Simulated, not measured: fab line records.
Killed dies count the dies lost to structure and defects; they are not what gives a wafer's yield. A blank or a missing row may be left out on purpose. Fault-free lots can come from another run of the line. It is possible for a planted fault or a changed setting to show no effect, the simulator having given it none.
fab line records -- flow nand_harc -- part 1 of 2: steps 1 to 4 of 6
[record] lots = 23, wafers = 69, last_day = 25
route steps=1159 shown A_STAIRCASE@559
lots with no fault: from the same line, run without faults
start_h: hours from the record's first day to the start of the lot's first wafer shown -- wait_h: hours since the lot's step before -- " as in the row above -- L1.1+2: a single row standing in for several wafers -- - no value present, or no start provided -- * or withheld: withheld -- < > ~ a bound
route shown NAME@n: NAME is a module with steps in the file, n the number in the route of the first one -- usual: mean and standard deviation over wafers with no fault -- same: alike in all rows -- chamber/n: place in a boat -- sites: readings site by site -- _std_site: standard deviation of those values -- _edge_site: mean of outer sites minus mean of inner sites -- radius_mm: how far each site lies from the wafer's centre -- mask NAME#n: copy n -- behind: the most recent tool/chamber to have shaped the wafer -- hold: the reason the lot was held/the length of the hold in hours/how it ended -- device: transistor that didn't switch, given as n, p or np -- end of line: the tests these same wafers got at the end of their route -- step lacking rows: just its recipe -- killed: count of dies lost to structure and defects at first sort (not the wafer's yield) -- map: dies across one wafer; x = killed, . = not, _ = none there
set.NAME: the run value of the setting; set.NAME@STEP: its run value at that earlier step -- model.NAME: the simulator's own value behind a step, which no gauge read
one table for each step of the route and one row for each wafer, over a sample of lots
services: when a tool's chamber went out of use (start_h, in hours from the record's first day, below 0 if earlier), for how many hours, and the reason
[[steps]]
[step NHARC_A_STAIRCASE_TRIM_22]
[recipe] time_s = 211.2, o2_flow_sccm = 500, ar_flow_sccm = 0, bias_w = 0, chemistry = O2
[usual] drypump_motor_current_A = 5.5/0.39, oes_product_au = 1.003/0.0074, rf_vpp_V = 57.7/0.88, showerhead_plenum_p_Torr = 3.52/0.16, throttle_valve_pct = 17.036/0.009
lot.wafer,tool,chamber,start_h,wait_h,drypump_motor_current_A,oes_product_au,rf_hours_counter_h,rf_vpp_V,showerhead_plenum_p_Torr,throttle_valve_pct
L074.3,rie_diel-05,0,-,-,6.1,1.004,21,57.2,3.29,17.044
L074.5,rie_diel-05,1,-,-,6.0,0.996,-,58.5,3.52,17.043
L074.6,rie_diel-05,2,-,-,5.3,1.011,-,57.0,3.57,17.039
L077.3,rie_diel-05,1,-,-,6.0,0.997,25,56.7,3.51,17.044
L077.2,rie_diel-05,3,-,-,5.0,1.002,21,57.3,3.46,17.035
L077.5,rie_diel-05,1,-,-,6.0,1.010,-,58.5,3.51,17.041
L075.2,rie_diel-10,3,-,-,5.3,0.996,23,57.9,3.66,17.022
L075.3,rie_diel-10,0,-,-,5.2,1.009,23,57.0,3.36,17.030
L075.5,rie_diel-10,3,-,-,5.3,1.009,-,58.6,3.66,17.045
L076.2,rie_diel-05,3,-,-,5.0,1.008,23,58.7,3.46,17.033
L076.6,rie_diel-05,2,-,-,5.3,1.005,-,58.1,3.56,17.030
L076.5,rie_diel-05,3,-,-,5.0,1.012,-,58.7,3.46,17.023
L078.3,rie_diel-10,0,-,-,5.3,1.009,29,56.5,3.35,17.034
L078.2,rie_diel-10,1,-,-,5.4,1.005,27,57.7,3.79,17.047
L078.6,rie_diel-10,0,-,-,5.3,1.008,-,57.1,3.35,17.034
L079.1,rie_diel-05,1,-,-,6.0,0.992,31,57.9,3.51,17.021
L079.4,rie_diel-05,3,-,-,5.0,1.010,28,58.3,3.46,17.047
L079.6,rie_diel-05,1,-,-,6.0,1.001,-,57.5,3.51,17.040
L080.4,rie_diel-01,0,-,-,5.6,0.982,48,57.7,3.40,17.031
L080.2,rie_diel-01,3,-,-,5.1,1.004,54,56.3,3.30,17.033
L080.5,rie_diel-01,1,-,-,6.0,0.997,-,58.6,3.67,17.031
L082.3,rie_diel-05,1,-,-,6.0,1.002,38,57.2,3.51,17.020
L082.2,rie_diel-05,2,-,-,5.3,1.021,37,57.8,3.56,17.026
L082.4,rie_diel-05,0,-,-,6.1,1.007,40,57.7,3.27,17.033
L083.2,rie_diel-01,1,-,-,6.0,1.002,57,58.1,3.66,17.035
L083.1,rie_diel-01,2,-,-,5.4,0.997,58,56.9,3.35,17.030
L083.5,rie_diel-01,3,-,-,5.0,1.000,-,59.0,3.30,17.044
L081.4,rie_diel-10,2,-,-,6.1,1.007,33,58.7,3.71,17.027
L081.1,rie_diel-10,0,-,-,5.2,1.001,35,57.0,3.35,17.032
L081.6,rie_diel-10,2,-,-,6.1,1.008,-,58.9,3.71,17.028
L084.2,rie_diel-05,0,-,-,6.1,0.997,48,57.7,3.27,17.037
L084.1,rie_diel-05,1,-,-,6.0,1.004,46,58.5,3.50,17.028
L084.4,rie_diel-05,1,-,-,6.0,1.003,-,58.3,3.50,17.022
L085.3,rie_diel-10,0,-,-,5.3,0.999,45,56.2,3.34,17.041
L085.1,rie_diel-10,1,-,-,5.4,0.997,44,58.8,3.78,17.027
L085.6,rie_diel-10,3,-,-,5.3,1.019,-,56.9,3.65,17.025
L087.3,rie_diel-10,0,-,-,5.2,1.005,47,58.1,3.34,17.034
L087.1,rie_diel-10,3,-,-,5.3,1.001,48,57.0,3.65,17.041
L087.5,rie_diel-10,0,-,-,5.2,1.008,-,58.2,3.34,17.060
L088.4,rie_diel-10,0,-,-,5.2,1.007,48,56.6,3.34,17.030
L088.1,rie_diel-10,2,-,-,6.1,1.025,47,58.5,3.70,17.031
L088.2,rie_diel-10,3,-,-,5.3,1.007,48,58.4,3.65,17.059
L086.3,rie_diel-01,2,-,-,5.4,0.999,0,57.4,3.34,17.048
L086.6,rie_diel-01,1,-,-,6.0,1.008,-,57.6,3.66,17.031
L086.5,rie_diel-01,2,-,-,5.4,1.009,-,56.9,3.35,17.034
L090.4,rie_diel-01,3,-,-,5.0,1.009,4,59.1,3.81,17.038
L090.1,rie_diel-01,1,-,-,6.0,1.006,3,58.1,3.66,17.055
L090.6,rie_diel-01,3,-,-,5.0,1.013,-,59.3,3.81,17.029
L089.2,rie_diel-05,2,-,-,5.3,1.005,56,58.5,3.54,17.038
L089.4,rie_diel-05,1,-,-,6.0,0.996,58,56.8,3.50,17.033
L089.5,rie_diel-05,2,-,-,5.4,0.997,-,58.0,3.55,17.042
L091.2,rie_diel-05,2,-,-,5.3,0.996,60,56.9,3.54,17.042
L091.1,rie_diel-05,3,-,-,5.0,0.997,52,58.2,3.45,17.026
L091.3,rie_diel-05,1,-,-,6.1,0.982,61,57.7,3.49,17.036
L092.1,rie_diel-01,0,-,-,5.6,0.994,10,56.0,3.39,17.033
L092.4,rie_diel-01,1,-,-,5.9,0.995,8,57.9,3.65,17.043
L092.3,rie_diel-01,2,-,-,5.4,0.996,9,57.4,3.34,17.036
L094.4,rie_diel-01,0,-,-,5.6,1.011,13,59.3,3.39,17.037
L094.2,rie_diel-01,1,-,-,6.0,0.996,11,57.7,3.65,17.042
L094.6,rie_diel-01,1,-,-,6.0,1.001,-,58.5,3.65,17.042
L095.2,rie_diel-01,2,-,-,5.4,1.000,13,56.9,3.34,17.032
L095.5,rie_diel-01,1,-,-,6.0,1.002,-,58.9,3.65,17.033
L095.6,rie_diel-01,2,-,-,5.4,1.006,-,56.2,3.34,17.027
L097.2,rie_diel-01,2,-,-,5.4,1.010,20,59.5,3.33,17.035
L097.1,rie_diel-01,1,-,-,6.0,0.993,18,58.6,3.65,17.035
L097.5,rie_diel-01,2,-,-,5.4,1.005,-,57.1,3.33,17.028
L096.1,rie_diel-05,0,-,-,6.0,1.011,9,56.9,3.80,17.034
L096.6,rie_diel-05,1,-,-,6.0,0.996,-,56.1,3.49,17.036
L096.5,rie_diel-05,2,-,-,5.3,1.015,-,58.3,3.54,17.032
[step NHARC_A_STAIRCASE_DESCUM_186]
[recipe] time_s = 3, o2_flow_sccm = 200, ar_flow_sccm = 0, bias_power_w = 0, chemistry = O2
[usual] drypump_motor_current_A = 5.6/0.39, oes_product_au = 1.001/0.0076, rf_vpp_V = 57.8/0.95, showerhead_plenum_p_Torr = 1.91/0.1, throttle_valve_pct = 11.311/0.0098
lot.wafer,tool,chamber,start_h,wait_h,drypump_motor_current_A,oes_product_au,rf_hours_counter_h,rf_vpp_V,showerhead_plenum_p_Torr,throttle_valve_pct
L074.3,rie_diel-01,2,226.06,-,5.4,0.997,39,56.7,1.82,11.306
L074.5,rie_diel-01,3,226.06,-,5.1,1.009,-,56.1,1.78,11.304
L074.6,rie_diel-01,0,226.06,-,5.6,1.002,-,58.2,1.84,11.338
L077.2,rie_diel-01,3,247.62,-,5.0,0.992,44,56.8,1.78,11.313
L077.3,rie_diel-01,1,247.62,-,6.0,0.990,46,57.7,2.00,11.307
L077.5,rie_diel-01,3,247.62,-,5.0,0.997,-,57.4,1.78,11.335
L075.3,rie_diel-10,2,248.08,-,6.1,1.008,21,56.7,2.02,11.311
L075.2,rie_diel-10,3,248.08,-,5.3,1.009,24,58.7,1.99,11.305
L075.5,rie_diel-10,2,248.08,-,6.1,1.008,-,57.8,2.02,11.295
L076.2,rie_diel-05,1,252.26,-,6.1,1.002,27,56.8,1.90,11.334
L076.6,rie_diel-05,0,252.26,-,6.1,1.009,-,56.5,1.77,11.325
L076.5,rie_diel-05,1,252.26,-,6.0,1.008,-,58.5,1.90,11.313
L078.3,rie_diel-01,2,266.83,-,5.4,0.996,53,56.4,1.81,11.312
L078.2,rie_diel-01,0,266.83,-,5.6,0.992,46,57.1,1.84,11.303
L078.6,rie_diel-01,2,266.83,-,5.4,0.994,-,58.0,1.81,11.321
L079.4,rie_diel-10,1,267.15,-,5.4,0.990,27,57.4,2.07,11.304
L079.1,rie_diel-10,2,267.15,-,6.1,1.013,27,56.7,2.02,11.307
L079.6,rie_diel-10,0,267.15,-,5.3,1.010,-,58.4,1.81,11.292
L080.4,rie_diel-10,1,280.59,-,5.4,0.991,30,59.6,2.07,11.307
L080.2,rie_diel-10,3,280.59,-,5.3,1.003,33,57.0,1.99,11.334
L080.5,rie_diel-10,1,280.59,-,5.4,1.005,-,58.6,2.07,11.305
L082.3,rie_diel-05,1,287.61,-,6.0,1.012,39,57.2,1.90,11.310
L082.4,rie_diel-05,3,287.61,-,5.0,1.009,36,57.8,1.87,11.312
L082.2,rie_diel-05,0,287.61,-,6.1,1.006,42,57.1,1.77,11.293
L083.1,rie_diel-05,0,290.58,-,6.1,1.007,43,58.4,1.76,11.311
L083.2,rie_diel-05,2,290.58,-,5.3,1.002,39,56.1,1.93,11.305
L083.5,rie_diel-05,3,290.58,-,5.0,1.008,-,58.9,1.87,11.293
L081.1,rie_diel-05,0,290.88,-,6.0,0.992,43,57.1,1.77,11.313
L081.4,rie_diel-05,2,290.88,-,5.3,0.997,40,58.4,1.93,11.297
L081.6,rie_diel-05,1,290.88,-,6.0,0.993,-,57.8,1.90,11.336
L084.1,rie_diel-05,0,303.45,-,6.1,1.004,49,57.4,1.76,11.313
L084.2,rie_diel-05,1,303.45,-,6.0,1.008,46,58.0,1.90,11.299
L084.4,rie_diel-05,0,303.45,-,6.1,1.003,-,56.9,1.76,11.305
L085.1,rie_diel-10,3,314.90,-,5.3,1.001,46,57.7,1.98,11.310
L085.3,rie_diel-10,0,314.90,-,5.2,1.001,46,58.2,1.81,11.312
L085.6,rie_diel-10,2,314.90,-,6.1,1.007,-,58.8,2.01,11.300
L087.3,rie_diel-05,2,320.31,-,5.3,1.002,51,57.9,1.92,11.318
L087.1,rie_diel-05,3,320.31,-,5.0,1.003,44,57.3,1.87,11.281
L087.5,rie_diel-05,1,320.31,-,6.0,0.991,-,58.1,1.90,11.316
L088.1,rie_diel-10,2,320.62,-,6.1,0.989,48,57.3,2.01,11.309
L088.2,rie_diel-10,3,320.62,-,5.3,0.990,50,57.8,1.98,11.321
L088.4,rie_diel-10,0,320.62,-,5.2,0.994,49,55.1,1.80,11.305
L086.3,rie_diel-05,0,327.27,-,6.0,0.995,58,57.6,1.76,11.298
L086.5,rie_diel-05,0,327.27,-,6.0,1.001,-,56.0,1.76,11.314
L086.6,rie_diel-05,1,327.27,-,6.0,0.999,-,59.1,1.90,11.311
L090.1,rie_diel-05,2,332.59,-,5.3,1.008,57,58.0,1.92,11.306
L090.4,rie_diel-05,3,332.59,-,5.0,0.997,49,57.7,1.87,11.317
L090.6,rie_diel-05,0,332.59,-,6.0,1.001,-,58.3,1.76,11.312
L089.4,rie_diel-10,3,332.92,-,5.3,0.998,53,57.7,1.98,11.309
L089.2,rie_diel-10,0,332.92,-,5.2,1.013,53,56.5,1.80,11.311
L089.5,rie_diel-10,3,332.92,-,5.3,0.998,-,58.1,1.98,11.318
L091.1,rie_diel-10,0,342.55,-,5.2,1.002,57,57.4,1.80,11.307
L091.3,rie_diel-10,2,342.55,-,6.1,1.003,56,59.5,2.01,11.308
L091.2,rie_diel-10,3,342.55,-,5.3,1.000,58,56.1,1.98,11.305
L092.3,rie_diel-10,3,347.16,-,5.3,1.013,59,59.7,1.98,11.318
L092.4,rie_diel-10,0,347.16,-,5.2,1.004,59,56.6,1.80,11.315
L092.1,rie_diel-10,1,347.16,-,5.4,1.001,58,59.1,2.06,11.306
L094.4,rie_diel-01,2,356.19,-,5.4,1.003,15,56.7,1.80,11.317
L094.2,rie_diel-01,3,356.19,-,5.0,1.009,17,58.9,2.07,11.313
L094.6,rie_diel-01,2,356.19,-,5.4,0.996,-,55.8,1.80,11.313
L095.2,rie_diel-01,0,358.49,-,5.6,1.015,16,58.2,1.83,11.320
L095.6,rie_diel-01,3,358.49,-,5.0,1.011,-,57.6,2.07,11.318
L095.5,rie_diel-01,0,358.49,-,5.6,1.014,-,57.0,1.83,11.319
L097.1,rie_diel-10,3,367.44,-,5.3,0.996,1,58.6,1.98,11.326
L097.2,rie_diel-10,0,367.44,-,5.2,0.997,1,57.0,1.80,11.308
L097.5,rie_diel-10,1,367.44,-,5.5,0.999,-,57.8,2.06,11.312
L096.1,rie_diel-10,1,373.45,-,5.4,0.999,3,58.0,2.05,11.311
L096.5,rie_diel-10,0,373.45,-,5.2,1.007,-,56.7,1.80,11.312
L096.6,rie_diel-10,1,373.45,-,5.4,1.007,-,58.4,2.05,11.322
[step NHARC_A_STAIRCASE_ETCH_192]
[recipe] target_depth_a = 1000, time_s = 40.5, ion_energy_ev = 400, c4f8_flow_sccm = 20, o2_flow_sccm = 10, ar_flow_sccm = withheld, rf_w = 600, bias_w = 1000, chemistry = C4F8/O2
[usual] oes_product_au = 0.940/0.0098, rf_vpp_V = 896/6.3
lot.wafer,tool,chamber,start_h,wait_h,oes_product_au,rf_hours_counter_h,rf_vpp_V
L074.3,rie_diel-01,2,-,-,0.927,39,891
L074.5,rie_diel-01,3,-,-,0.947,-,888
L074.6,rie_diel-01,0,-,-,0.934,-,891
L077.3,rie_diel-01,0,-,-,0.933,39,891
L077.2,rie_diel-01,3,-,-,0.930,44,888
L077.5,rie_diel-01,0,-,-,0.925,-,892
L075.3,rie_diel-10,1,-,-,0.937,22,906
L075.2,rie_diel-10,2,-,-,0.952,22,902
L075.5,rie_diel-10,1,-,-,0.927,-,905
L076.2,rie_diel-05,0,-,-,0.930,30,886
L076.5,rie_diel-05,2,-,-,0.942,-,898
L076.6,rie_diel-05,3,-,-,0.949,-,894
L078.2,rie_diel-01,1,-,-,0.942,53,902
L078.3,rie_diel-01,2,-,-,0.942,53,891
L078.6,rie_diel-01,1,-,-,0.947,-,902
L079.1,rie_diel-10,0,-,-,0.941,30,890
L079.4,rie_diel-10,1,-,-,0.953,27,905
L079.6,rie_diel-10,3,-,-,0.936,-,900
L080.2,rie_diel-10,3,-,-,0.923,33,901
L080.4,rie_diel-10,0,-,-,0.937,33,889
L080.5,rie_diel-10,2,-,-,0.941,-,902
L082.3,rie_diel-05,3,-,-,0.964,36,892
L082.2,rie_diel-05,0,-,-,0.939,42,886
L082.4,rie_diel-05,2,-,-,0.952,38,896
L083.1,rie_diel-05,3,-,-,0.945,38,892
L083.2,rie_diel-05,0,-,-,0.942,44,886
L083.5,rie_diel-05,0,-,-,0.946,-,887
L081.1,rie_diel-05,3,-,-,0.938,39,895
L081.4,rie_diel-05,0,-,-,0.938,46,889
L081.6,rie_diel-05,1,-,-,0.944,-,896
L084.1,rie_diel-05,1,-,-,0.948,46,894
L084.2,rie_diel-05,0,-,-,0.937,49,888
L084.4,rie_diel-05,2,-,-,0.951,-,898
L085.1,rie_diel-10,3,-,-,0.952,47,903
L085.3,rie_diel-10,2,-,-,0.953,46,901
L085.6,rie_diel-10,3,-,-,0.950,-,901
L088.4,rie_diel-10,3,-,-,0.944,50,899
L088.1,rie_diel-10,1,-,-,0.935,49,905
L088.2,rie_diel-10,2,-,-,0.940,49,902
L087.3,rie_diel-05,2,-,-,0.948,52,899
L087.1,rie_diel-05,3,-,-,0.940,44,893
L087.5,rie_diel-05,2,-,-,0.945,-,897
L086.3,rie_diel-05,0,-,-,0.935,59,887
L086.6,rie_diel-05,0,-,-,0.930,-,885
L086.5,rie_diel-05,1,-,-,0.929,-,894
L090.4,rie_diel-05,1,-,-,0.921,59,895
L090.1,rie_diel-05,0,-,-,0.916,61,885
L090.6,rie_diel-05,2,-,-,0.925,-,896
L089.2,rie_diel-10,1,-,-,0.938,54,906
L089.4,rie_diel-10,2,-,-,0.925,53,902
L089.5,rie_diel-10,1,-,-,0.927,-,905
L091.3,rie_diel-10,0,-,-,0.946,58,889
L091.2,rie_diel-10,1,-,-,0.941,57,904
L091.1,rie_diel-10,3,-,-,0.929,58,901
L092.1,rie_diel-01,2,-,-,0.930,11,889
L092.3,rie_diel-01,3,-,-,0.935,13,906
L092.4,rie_diel-01,0,-,-,0.925,12,891
L094.4,rie_diel-01,1,-,-,0.940,14,900
L094.2,rie_diel-01,2,-,-,0.927,16,888
L094.6,rie_diel-01,0,-,-,0.937,-,892
L095.2,rie_diel-01,3,-,-,0.935,20,905
L095.5,rie_diel-01,1,-,-,0.927,-,901
L095.6,rie_diel-01,2,-,-,0.929,-,888
L097.1,rie_diel-10,1,-,-,0.936,2,905
L097.2,rie_diel-10,0,-,-,0.958,2,889
L097.5,rie_diel-10,1,-,-,0.941,-,905
L096.1,rie_diel-10,0,-,-,0.953,3,890
L096.6,rie_diel-10,2,-,-,0.956,-,901
L096.5,rie_diel-10,3,-,-,0.957,-,900
[step NHARC_A_STAIRCASE_TRIM_222]
[recipe] time_s = 211.2, o2_flow_sccm = 500, ar_flow_sccm = 0, bias_w = 0, chemistry = O2
[usual] drypump_motor_current_A = 5.6/0.4, oes_product_au = 1.003/0.0069, rf_vpp_V = 57.8/0.89, showerhead_plenum_p_Torr = 3.54/0.16, throttle_valve_pct = 17.037/0.009
lot.wafer,tool,chamber,start_h,wait_h,drypump_motor_current_A,oes_product_au,rf_hours_counter_h,rf_vpp_V,showerhead_plenum_p_Torr,throttle_valve_pct
L074.3,rie_diel-10,1,-,-,5.4,0.998,16,58.8,3.80,17.039
L074.5,rie_diel-10,1,-,-,5.4,0.996,-,58.2,3.80,17.040
L074.6,rie_diel-10,2,-,-,6.1,1.007,-,57.2,3.72,17.059
L077.2,rie_diel-05,1,-,-,6.0,1.006,27,56.9,3.51,17.044
L077.3,rie_diel-05,2,-,-,5.4,1.016,27,56.4,3.56,17.032
L077.5,rie_diel-05,1,-,-,6.0,0.991,-,57.6,3.51,17.041
L075.3,rie_diel-05,0,-,-,6.0,0.995,29,56.1,3.28,17.025
L075.2,rie_diel-05,3,-,-,5.0,1.004,24,56.1,3.46,17.036
L075.5,rie_diel-05,1,-,-,6.0,0.995,-,57.9,3.51,17.017
L076.2,rie_diel-01,2,-,-,5.4,1.002,50,57.1,3.35,17.032
L076.6,rie_diel-01,1,-,-,6.0,0.990,-,58.2,3.67,17.038
L076.5,rie_diel-01,2,-,-,5.4,1.000,-,58.8,3.36,17.046
L078.2,rie_diel-10,0,-,-,5.3,1.000,30,57.4,3.35,17.037
L078.3,rie_diel-10,2,-,-,6.1,0.999,28,57.4,3.71,17.036
L078.6,rie_diel-10,1,-,-,5.5,0.998,-,58.2,3.79,17.044
L079.4,rie_diel-05,3,-,-,5.0,1.002,30,57.9,3.46,17.023
L079.1,rie_diel-05,1,-,-,6.0,0.996,33,58.3,3.51,17.033
L079.6,rie_diel-05,0,-,-,6.1,0.996,-,56.7,3.28,17.031
L080.4,rie_diel-05,0,-,-,6.1,0.999,42,56.2,3.27,17.044
L080.2,rie_diel-05,1,-,-,6.0,1.003,39,58.5,3.51,17.027
L080.5,rie_diel-05,3,-,-,5.0,1.011,-,57.2,3.46,17.041
L082.2,rie_diel-10,3,-,-,5.3,1.012,39,59.0,3.66,17.032
L082.4,rie_diel-10,0,-,-,5.2,1.000,38,58.0,3.35,17.049
L082.3,rie_diel-10,1,-,-,5.4,0.996,35,58.0,3.79,17.014
L081.1,rie_diel-10,0,-,-,5.3,1.013,39,56.6,3.35,17.034
L081.4,rie_diel-10,1,-,-,5.4,0.997,37,58.7,3.79,17.045
L081.6,rie_diel-10,0,-,-,5.2,1.017,-,57.9,3.35,17.035
L083.2,rie_diel-05,0,-,-,6.1,0.998,48,55.9,3.27,17.026
L083.1,rie_diel-05,1,-,-,6.0,1.003,45,55.7,3.50,17.041
L083.5,rie_diel-05,1,-,-,6.1,0.993,-,57.3,3.50,17.039
L084.1,rie_diel-10,2,-,-,6.1,1.014,41,57.6,3.70,17.039
L084.2,rie_diel-10,3,-,-,5.3,1.014,43,57.2,3.65,17.041
L084.4,rie_diel-10,1,-,-,5.5,1.011,41,57.9,3.78,17.033
L085.1,rie_diel-05,3,-,-,5.0,1.012,43,58.5,3.45,17.044
L085.3,rie_diel-05,1,-,-,6.0,0.996,53,57.0,3.50,17.031
L085.6,rie_diel-05,2,-,-,5.3,1.010,-,57.0,3.55,17.020
L088.4,rie_diel-05,2,-,-,5.3,1.002,53,58.8,3.55,17.042
L088.1,rie_diel-05,3,-,-,5.0,1.005,46,57.8,3.45,17.049
L088.2,rie_diel-05,0,-,-,6.1,0.999,58,57.0,3.27,17.034
L087.1,rie_diel-10,2,-,-,6.1,1.009,50,59.6,3.70,17.036
L087.3,rie_diel-10,3,-,-,5.3,0.996,51,59.9,3.65,17.039
L087.5,rie_diel-10,3,-,-,5.3,0.998,-,57.1,3.65,17.046
L086.3,rie_diel-10,0,-,-,5.3,1.003,53,57.1,3.34,17.049
L086.6,rie_diel-10,3,-,-,5.3,0.994,-,58.6,3.65,17.029
L086.5,rie_diel-10,0,-,-,5.3,1.007,-,58.3,3.34,17.028
L090.4,rie_diel-10,3,-,-,5.3,1.000,55,57.3,3.65,17.049
L090.1,rie_diel-10,2,-,-,6.2,0.997,54,58.0,3.69,17.032
L090.6,rie_diel-10,0,-,-,5.2,1.004,-,58.1,3.34,17.047
L089.2,rie_diel-05,2,-,-,5.3,1.004,59,58.0,3.54,17.045
L089.4,rie_diel-05,3,-,-,5.0,1.010,51,58.1,3.45,17.044
L089.5,rie_diel-05,2,-,-,5.3,1.011,-,58.5,3.54,17.044
L091.3,rie_diel-01,1,-,-,6.0,1.004,9,58.1,3.65,17.029
L091.2,rie_diel-01,2,-,-,5.4,1.000,10,57.9,3.34,17.051
L091.1,rie_diel-01,0,-,-,5.6,1.000,10,57.5,3.39,17.033
L092.4,rie_diel-05,2,-,-,5.3,1.003,0,56.6,3.54,17.040
L092.3,rie_diel-05,3,-,-,5.0,1.003,0,57.7,3.45,17.032
L092.1,rie_diel-05,0,-,-,6.1,1.014,0,58.1,3.81,17.036
L094.4,rie_diel-05,2,-,-,5.3,1.014,7,57.7,3.54,17.037
L094.2,rie_diel-05,3,-,-,5.0,1.012,7,56.2,3.44,17.038
L094.6,rie_diel-05,2,-,-,5.3,1.005,-,57.6,3.54,17.046
L095.2,rie_diel-10,2,-,-,6.1,1.008,0,58.8,3.69,17.023
L095.5,rie_diel-10,1,-,-,5.4,1.000,-,58.6,3.77,17.037
L095.6,rie_diel-10,2,-,-,6.1,1.006,-,58.8,3.69,17.044
L097.1,rie_diel-01,3,-,-,5.0,1.002,25,58.7,3.79,17.026
L097.2,rie_diel-01,1,-,-,5.9,1.001,21,58.7,3.65,17.021
L097.5,rie_diel-01,0,-,-,5.5,1.010,-,56.8,3.38,17.018
L096.1,rie_diel-05,3,-,-,5.0,1.002,13,56.4,3.44,17.039
L096.6,rie_diel-05,2,-,-,5.3,1.008,-,57.6,3.54,17.039
L096.5,rie_diel-05,3,-,-,5.0,1.004,-,56.1,3.44,17.035
